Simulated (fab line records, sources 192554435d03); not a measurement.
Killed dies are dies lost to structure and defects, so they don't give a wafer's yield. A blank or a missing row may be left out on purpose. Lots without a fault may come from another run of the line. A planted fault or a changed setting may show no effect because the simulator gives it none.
Chamber matching | flow n5_finfet | N5_GATE_CUT_STRIP_41 on rie_diel-02: 4 sister chambers
The step strips in CF4. 4 wafers are shown with their chamber, then 10 later ones without.

WAFERS WITH THEIR CHAMBER
wafer  | chamber | showerhead_plenum_p_Torr (Torr)
L088.1 | 2       | 1.86
L088.3 | 3       | 1.83
L089.2 | 1       | 1.69
L089.4 | 0       | 1.92

WAFERS WITHOUT THEIR CHAMBER
wafer  | showerhead_plenum_p_Torr (Torr)
L089.5 | 1.86
L092.2 | 1.85
L092.3 | 1.69
L092.4 | 1.69
L093.1 | 1.92
L093.2 | 1.85
L093.5 | 1.69
L096.1 | 1.82
L096.3 | 1.85
L096.4 | 1.91

WHICH CHAMBER EACH WENT THROUGH
wafer  | from the rows above     | in truth
L089.5 | 2                       | 2
L092.2 | can't be placed: 2 or 3 | 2
L092.3 | 1                       | 1
L092.4 | 1                       | 1
L093.1 | 0                       | 0
L093.2 | can't be placed: 2 or 3 | 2
L093.5 | 1                       | 1
L096.1 | 3                       | 3
L096.3 | can't be placed: 2 or 3 | 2
L096.4 | 0                       | 0
Placed correctly: 7 of 10. Can't be placed from these rows: 3 (the true chamber is among the candidates in 3). Placed wrongly: 0.
How it was worked out, from the rows above alone: a wafer's distance from a chamber is the root of the sum, over the readings, of the square of ((its reading less the chamber's mean) divided by the reading's scatter). The wafer belongs to the nearest chamber; if the next one is less than 2 further off, it can't be placed. A chamber's mean is the mean of its shown wafers. The scatter: with one shown wafer a chamber, the root of the mean of the squares of how far each hidden wafer lies from its nearest shown one.
